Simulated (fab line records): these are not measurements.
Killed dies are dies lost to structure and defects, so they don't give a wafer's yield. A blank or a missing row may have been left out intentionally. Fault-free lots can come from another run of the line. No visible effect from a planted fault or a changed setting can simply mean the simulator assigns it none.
fab line records	flow n5_finfet
record: lots: 5	wafers: 14	last_day: 19
route steps=1938 shown BEOL_M1@767 BEOL_M4@1111
lots untouched by any fault: they come from a run of this same line in which no faults occurred
start_h: hours from the record's opening day to when the first of the lot's shown wafers began	wait_h: how many hours have passed since the lot's step before this one	" as in the row above	L1.1+2: several wafers, shown together as one row	- no value, or no start given	* or withheld: withheld	< > ~ a bound
route shown NAME@n: NAME is a module with steps in the file, n the number in the route of the first one	usual: the fault-free wafers' mean and standard deviation	same: alike in all rows	chamber/n: place in a boat	sites: each site's reading	_std_site: the standard deviation of these	_edge_site: the outer-site mean with the inner-site mean subtracted	radius_mm: for every site, how far away it sits from the centre of the wafer	mask NAME#n: copy n	behind: tool/chamber where the wafer was last shaped	hold: cause of the lot's hold/its duration in hours/its outcome	device: names the non-switching transistor (n, p or np)	end of line: the tests these same wafers got at the end of their route	a step given without rows: its recipe and nothing more	killed: dies that structure and defects cost at the first sort, which is not the same as the wafer's yield	map: a wafer's dies, x killed, . not, _ none there
set.NAME: the setting as run; set.NAME@STEP: as run at that earlier step	model.NAME: the simulator's own value behind a step, which no gauge read
lots at selected steps of the route; one table per step, one row per wafer
services: the hour from which a tool's chamber was out of use, counted from the record's first day as start_h (under 0 if before that day), plus the number of hours and why
== steps ==
step: N5_BEOL_M1_DESCUM_16
recipe: chemistry: O2	time_s: 7	source_power_w: 50	bias_power_w: 20	pressure_mtorr: 20	rf_frequency_hz: 2.712e+07	temp_c: 40	resist: CAR-EUV	o2_flow_sccm: 225
usual: drypump_motor_current_A: 5.5/0.36	oes_product_au: 0.75/0.075	rf_vpp_V: 242.6/1.4	showerhead_plenum_p_Torr: 2.06/0.066	throttle_valve_pct: 20.47/0.24
lot.wafer	tool	chamber	start_h	wait_h	drypump_motor_current_A	oes_product_au	rf_hours_counter_h	rf_vpp_V	showerhead_plenum_p_Torr	throttle_valve_pct
L993.1	rie_diel-02	1	146.63	0.1	6.0	0.71	173	241.7	1.98	20.07
L993.2	"	0	"	"	5.4	0.70	243	245.1	2.14	20.56
L993.3	"	2	"	"	5.5	0.71	221	241.5	2.06	20.27
L997.3	rie_diel-06	0	163.92	0.2	4.9	0.88	24	242.7	2.06	20.27
L997.4	"	2	"	"	5.2	0.71	213	244.3	2.17	20.49
L997.5	"	0	"	"	4.9	0.89	-	243.9	2.06	20.28
L108.3	rie_diel-04	2	229.73	0.0	5.2	0.71	177	244.1	2.18	20.55
L108.6	"	2	"	"	5.2	0.71	-	244.0	2.18	20.58
L112.1	rie_diel-06	0	259.02	0.0	4.9	0.85	44	242.4	2.06	20.29
L112.3	"	3	"	"	5.3	0.74	189	241.7	2.01	20.96
L112.4	"	1	"	"	5.7	0.72	217	240.8	1.98	20.36
L113.2	rie_diel-06	0	262.24	0.0	4.9	0.84	45	243.4	2.06	20.28
L113.3	"	2	"	"	5.2	0.70	228	244.5	2.16	20.53
L113.4	"	1	"	"	5.7	0.72	218	240.8	1.98	20.36
step: N5_BEOL_M1_ETCH_74
recipe: chemistry: N2/H2	target: underlayer	target_depth_a: 65	mask_material: CAR-EUV	time_s: 5.2	ion_energy_ev: 200	pressure_mtorr: 30	source_w: 840	bias_w: 150	n2_flow_sccm: 200	h2_flow_sccm: 200	ends: cleared
usual: drypump_motor_current_A: 5.5/0.36	etch_rf_on_time_s: 5.23/0.15	oes_product_au: 0.64/0.061	rf_vpp_V: 522.7/2.5	showerhead_plenum_p_Torr: 2.50/0.082	throttle_valve_pct: 17.90/0.23
lot.wafer	tool	chamber	start_h	wait_h	drypump_motor_current_A	etch_rf_on_time_s	oes_product_au	rf_hours_counter_h	rf_vpp_V	showerhead_plenum_p_Torr	throttle_valve_pct
L993.1	rie_diel-02	1	146.67	0.0	6.0	5.47	0.61	173	521.9	2.44	17.64
L993.2	"	0	"	"	5.4	5.53	0.59	243	526.1	2.60	18.06
L993.3	"	2	"	"	5.5	5.34	0.60	221	524.5	2.52	17.77
L997.3	rie_diel-06	0	163.95	0.0	4.9	5.28	0.75	24	523.0	2.49	17.56
L997.4	"	2	"	"	5.2	5.11	0.61	213	527.4	2.64	18.01
L997.5	"	0	"	"	4.9	5.26	0.74	-	522.1	2.49	17.59
L108.3	rie_diel-04	2	229.77	0.0	5.3	5.37	0.61	177	525.4	2.66	18.12
L108.6	"	2	"	"	5.2	5.38	0.60	-	522.4	2.66	18.13
L112.1	rie_diel-06	0	259.05	0.0	4.9	5.34	0.72	44	521.3	2.49	17.64
L112.3	"	3	"	"	5.3	5.19	0.61	189	520.5	2.42	18.16
L112.4	"	1	"	"	5.7	4.92	0.63	217	521.0	2.40	17.67
L113.2	rie_diel-06	0	262.27	0.0	4.9	5.37	0.71	45	522.2	2.49	17.64
L113.3	"	2	"	"	5.3	5.14	0.61	228	528.2	2.63	18.03
L113.4	"	1	"	"	5.7	4.97	0.63	218	521.4	2.40	17.71
step: N5_BEOL_M1_ETCH_63
recipe: chemistry: CF4	target: SiARC	target_depth_a: 156	mask_material: CAR-EUV	time_s: 26	ion_energy_ev: 80	pressure_mtorr: 40	source_w: 545	bias_w: 36	Ar_flow_sccm: 100	cf4_flow_sccm: 100	ends: cleared
usual: cf4_flow_sccm: 100.0/0.31	drypump_motor_current_A: 5.5/0.36	etch_rf_on_time_s: 26.2/0.78	oes_product_au: 0.64/0.061	rf_vpp_V: 183.6/1.2	showerhead_plenum_p_Torr: 2.10/0.061	throttle_valve_pct: 15.63/0.23
lot.wafer	tool	chamber	start_h	wait_h	cf4_flow_sccm	drypump_motor_current_A	etch_rf_on_time_s	oes_product_au	rf_hours_counter_h	rf_vpp_V	showerhead_plenum_p_Torr	throttle_valve_pct
L993.1	rie_diel-02	1	146.68	0.0	99.9	6.0	26.8	0.62	173	182.6	2.05	15.35
L993.2	"	0	"	"	99.7	5.4	27.2	0.59	243	184.2	2.19	15.84
L993.3	"	2	"	"	100.0	5.5	26.3	0.61	221	182.6	2.11	15.54
L997.3	rie_diel-06	0	163.97	0.0	100.0	4.9	26.7	0.74	24	183.3	2.09	15.25
L997.4	"	2	"	"	99.6	5.2	25.6	0.61	213	184.8	2.21	15.70
L997.5	"	0	"	"	100.1	4.9	26.6	0.74	-	181.9	2.09	15.24
L108.3	rie_diel-04	2	229.78	0.0	100.3	5.2	27.3	0.61	177	186.2	2.22	15.69
L108.6	"	2	"	"	100.2	5.3	27.5	0.61	-	184.5	2.22	15.70
L112.1	rie_diel-06	0	259.07	0.0	99.7	4.9	27.0	0.72	44	183.8	2.08	15.29
L112.3	"	3	"	"	100.5	5.4	26.3	0.62	189	183.6	2.04	15.96
L112.4	"	1	"	"	100.2	5.6	25.0	0.62	217	182.8	2.05	15.64
L113.2	rie_diel-06	0	262.29	0.0	100.2	4.9	26.9	0.72	45	183.2	2.08	15.29
L113.3	"	2	"	"	100.4	5.2	25.8	0.60	228	185.6	2.20	15.73
L113.4	"	1	"	"	100.3	5.6	25.2	0.63	218	181.0	2.05	15.64
step: N5_BEOL_M1_ETCH_64
recipe: chemistry: N2/H2	target: SOC	target_depth_a: 750	overetch_a: 150	mask_material: SiARC	temp_c: 40	time_s: 112.5	ion_energy_ev: 200	pressure_mtorr: 30	source_w: 840	bias_w: 150	n2_flow_sccm: 200	h2_flow_sccm: 200
usual: drypump_motor_current_A: 5.5/0.36	oes_product_au: 0.59/0.055	rf_vpp_V: 522.7/2.3	showerhead_plenum_p_Torr: 2.50/0.082	throttle_valve_pct: 17.86/0.23
lot.wafer	tool	chamber	start_h	wait_h	drypump_motor_current_A	oes_product_au	rf_hours_counter_h	rf_vpp_V	showerhead_plenum_p_Torr	throttle_valve_pct
L993.1	rie_diel-02	1	146.71	0.0	6.1	0.57	173	521.9	2.44	17.62
L993.2	"	0	"	"	5.4	0.56	243	525.7	2.60	18.02
L993.3	"	2	"	"	5.5	0.57	221	522.4	2.52	17.75
L997.3	rie_diel-06	0	164.00	0.0	4.9	0.69	24	522.1	2.49	17.55
L997.4	"	2	"	"	5.2	0.56	213	526.3	2.64	17.97
L997.5	"	0	"	"	4.9	0.70	-	522.2	2.49	17.55
L108.3	rie_diel-04	2	229.81	0.0	5.2	0.58	177	526.5	2.66	18.09
L108.6	"	2	"	"	5.3	0.58	-	526.0	2.66	18.08
L112.1	rie_diel-06	0	259.10	0.0	4.9	0.68	44	522.9	2.49	17.58
L112.3	"	3	"	"	5.4	0.58	189	520.5	2.42	18.12
L112.4	"	1	"	"	5.7	0.57	217	520.6	2.40	17.65
L113.2	rie_diel-06	0	262.32	0.0	4.9	0.67	45	521.1	2.49	17.58
L113.3	"	2	"	"	5.2	0.55	228	525.3	2.63	17.97
L113.4	"	1	"	"	5.6	0.57	218	522.1	2.40	17.66
step: N5_BEOL_M1_STRIP_65
recipe: chemistry: N2/H2	temp_c: 40	n2_flow_sccm: 200	h2_flow_sccm: 200	rf_frequency_hz: 6e+07
step: N5_BEOL_M1_STRIP_75
recipe: chemistry: N2/H2	temp_c: 40	n2_flow_sccm: 200	h2_flow_sccm: 200	rf_frequency_hz: 6e+07
step: N5_BEOL_M1_STRIP_66
recipe: chemistry: CF4	resist: SiARC	power_w: 300	bias_power_w: 75	pressure_mtorr: 50	cf4_flow_sccm: 150	rf_frequency_hz: 6e+07
step: N5_BEOL_M1_HM_OPEN_17
recipe: chemistry: Cl2/BCl3	target_depth_a: 200	overetch_a: 60	target: TiN	mask_material: SOC	ion_energy_ev: 150	pressure_mtorr: 10	icp_w: 1000	bias_w: 126	Cl2_flow_sccm: 53.25	bcl3_flow_sccm: 21.75	Ar_flow_sccm: 25
step: N5_BEOL_M1_STRIP_19
recipe: chemistry: O2	power_w: 400	temp_c: 40	pressure_mtorr: 30	rf_frequency_hz: 6e+07	bias_power_w: 0	overash_fraction: 0.2	o2_flow_sccm: 225
usual: drypump_motor_current_A: 5.6/0.38	oes_product_au: 0.76/0.093	rf_vpp_V: 3.7/0.49	showerhead_plenum_p_Torr: 2.07/0.073	throttle_valve_pct: 16.70/0.21
lot.wafer	tool	chamber	start_h	wait_h	drypump_motor_current_A	oes_product_au	rf_hours_counter_h	rf_vpp_V	showerhead_plenum_p_Torr	throttle_valve_pct
L993.1	rie_diel-04	0	147.00	0.1	5.8	0.98	3	3.0	2.08	16.41
L993.2	"	2	"	"	5.2	0.73	151	3.4	2.20	16.80
L993.3	"	3	"	"	5.7	0.67	225	4.1	2.07	16.87
L997.3	rie_diel-06	1	164.49	0.3	5.7	0.74	198	3.5	1.99	16.61
L997.4	"	0	"	"	4.9	0.88	25	3.1	2.07	16.46
L997.5	"	2	"	"	5.2	0.70	-	3.6	2.17	16.79
L108.3	rie_diel-04	0	230.09	0.1	5.8	0.90	30	4.1	2.07	16.47
L108.6	"	0	"	"	5.8	0.91	-	3.9	2.07	16.46
L112.1	rie_diel-06	3	259.37	0.1	5.3	0.72	190	3.0	2.02	17.15
L112.3	"	2	"	"	5.2	0.70	227	3.6	2.17	16.81
L112.4	"	0	"	"	4.9	0.84	44	4.2	2.06	16.49
L113.2	rie_diel-06	2	262.61	0.1	5.2	0.70	228	3.9	2.17	16.82
L113.3	"	0	"	"	4.9	0.85	45	3.5	2.06	16.50
L113.4	"	1	"	"	5.7	0.73	218	3.0	1.99	16.63
step: N5_BEOL_M1_CD_MEAS_18
recipe: pitch_nm: 36	target_cd_nm: 18
usual: cd_nm: 18.1/0.34
lot.wafer	tool	chamber	start_h	wait_h	cd_nm
L993.1	cd_sem-03	-	147.07	0.0	18.0
L993.2	"	-	"	"	18.4
L993.3	"	-	"	"	18.1
L997.3	cd_sem-03	-	164.56	0.1	18.1
L997.4	"	-	"	"	18.4
L997.5	"	-	"	"	18.5
L108.3	cd_sem-01	-	230.16	0.1	17.8
L108.6	"	-	"	"	17.7
L112.1	cd_sem-02	-	259.44	0.0	18.0
L112.3	"	-	"	"	17.8
L112.4	"	-	"	"	17.6
L113.2	cd_sem-03	-	262.68	0.1	17.7
L113.3	"	-	"	"	18.5
L113.4	"	-	"	"	17.8
step: N5_BEOL_M1_COAT_67
recipe: resist: SOC	temp_c: 250	time_s: 60	spin_rpm: 1500	resist_thk_nm: 60
step: N5_BEOL_M1_COAT_68
recipe: resist: SiARC	temp_c: 220	time_s: 60	spin_rpm: 1500	resist_thk_nm: 12
step: N5_BEOL_M1_COAT_76
recipe: resist: underlayer	temp_c: 205	time_s: 60	spin_rpm: 1500	resist_thk_nm: 5
usual: heater_power_total_W: 391.8/1.3	plate_temp_C: 205.03/0.14	run_length_s: 66.19/0.2	spin_speed_rpm: 1500.0/0.84
lot.wafer	tool	chamber	start_h	wait_h	heater_power_total_W	plate_temp_C	run_length_s	spin_speed_rpm
L993.1	litho_track-03	0	147.11	-	390.5	204.98	66.67	1499.4
L993.2	"	0	"	"	391.6	205.09	66.31	1499.7
L993.3	"	0	"	"	393.3	205.03	66.34	1499.8
L997.3	litho_track-04	0	164.60	-	392.1	205.03	66.02	1499.8
L997.4	"	0	"	"	389.4	205.09	66.11	1499.1
L997.5	"	0	"	"	392.3	205.16	66.17	1499.3
L108.3	litho_track-04	0	230.20	-	393.0	205.04	66.18	1500.5
L108.6	"	0	"	"	392.9	205.06	88.06	1499.8
L112.1	litho_track-03	0	259.49	-	392.9	204.82	66.26	1498.8
L112.3	"	0	"	"	392.7	204.89	66.30	1499.6
L112.4	"	0	"	"	389.7	204.81	66.45	1498.6
L113.2	litho_track-03	0	262.72	-	393.0	205.09	66.50	1500.6
L113.3	"	0	"	"	392.1	205.20	66.52	1499.5
L113.4	"	0	"	"	392.9	205.09	66.43	1498.9
step: N5_BEOL_M1_COAT_22
recipe: resist: CAR-EUV	spin_rpm: 1500	resist_thk_nm: 30
step: N5_BEOL_M4_RC_MEAS_101
usual: DIBL_N: 36.0/1.7	DIBL_P: 36.2/1.9	IOFF_N: 0.154/0.028	IOFF_P: 0.21/0.036	ION_N: 675/11	ION_P: 463/8.3	SS_N: 71.4/0.63	SS_P: 73.2/0.55	VT_N: 250.2/3	VT_P: -251/3.7
lot.wafer	tool	chamber	start_h	wait_h	DIBL_N[mV/V]	DIBL_P[mV/V]	IOFF_N[nA/um]	IOFF_P[nA/um]	ION_N[uA/um]	ION_P[uA/um]	SS_N[mV/dec]	SS_P[mV/dec]	VT_N[mV]	VT_P[mV]
L993.1	prober-02	0	243.98	0.0	35.0	34.9	0.137	0.19	668	458	70.6	73.7	249.0	-252
L993.2	"	0	"	"	37.1	36.2	0.167	0.22	678	463	71.9	73.6	248.0	-249
L993.3	"	0	"	"	36.0	34.9	0.140	0.19	665	451	70.7	72.7	251.1	-251
L997.3	prober-01	0	269.66	0.3	36.8	37.1	0.153	0.19	686	458	72.4	73.3	250.4	-256
L997.4	"	0	"	"	35.6	34.6	0.127	0.16	666	453	71.8	72.2	252.1	-255
L997.5	"	0	"	"	35.6	35.9	0.129	0.18	661	455	70.7	73.1	252.2	-252
L108.3	prober-02	0	339.73	0.3	35.9	36.0	0.158	0.23	666	465	71.2	73.2	251.2	-248
L108.6	"	0	"	"	36.9	36.5	0.172	0.23	682	468	72.4	73.1	246.2	-250
L112.1	prober-01	0	344.15	0.0	37.2	37.7	0.191	0.28	681	471	71.9	73.7	248.2	-247
L112.3	"	0	"	"	38.5	38.3	0.218	0.29	704	482	72.1	74.1	243.7	-244
L112.4	"	0	"	"	39.2	38.9	0.211	0.30	682	473	72.8	72.8	246.9	-244
L113.2	prober-02	0	347.19	0.2	34.4	35.4	0.131	0.19	682	469	70.7	72.8	252.0	-249
L113.3	"	0	"	"	40.2	41.1	0.244	0.28	697	463	72.4	74.3	245.3	-248
L113.4	"	0	"	"	36.7	37.8	0.166	0.23	670	461	72.1	73.2	249.8	-246
== services ==
tool	chamber	start_h	hours	kind
litho_track-04	-	125.94	-	consumable_replace:filter
rie_diel-02	1	154.13	5.4	repair
rie_diel-02	0	165.92	-	clean
rie_diel-02	0	165.92	-	consumable_replace:focus_ring
rie_diel-02	0	165.92	16.7	scheduled_down
rie_diel-02	0	165.92	16.7	vent_cycle
rie_diel-04	3	167.41	8.7	repair
rie_diel-02	-	179.40	1.0	repair
rie_diel-06	2	189.08	10.0	repair
rie_diel-06	-	200.13	14.6	pm
litho_track-03	-	202.61	-	consumable_replace:filter
rie_diel-06	2	226.76	7.4	repair
rie_diel-02	2	234.77	-	clean
rie_diel-02	2	234.77	-	consumable_replace:focus_ring
rie_diel-02	2	234.77	18.5	scheduled_down
rie_diel-02	2	234.77	18.5	vent_cycle
rie_diel-04	3	236.60	5.9	repair
rie_diel-02	-	257.06	72.1	repair
== key ==
first_sign: step: N5_BEOL_M1_COAT_76	reading: run_length_s	direction: up	sigmas: 99+	usual: *	struck: *
effect none on later readings
met_at N5_BEOL_M1_COAT_76
struck_wafers L108.6
onset_between 164.60 230.20
fault: kind: process_parameter_drift	tool: litho_track-04	chamber: -	onset_h: 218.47	steps: N5_BEOL_M1_COAT_76	channel: time_s	offset: *	shape: step	end_h: 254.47	scope: struck_wafers_only	acts_in: *	stated: *
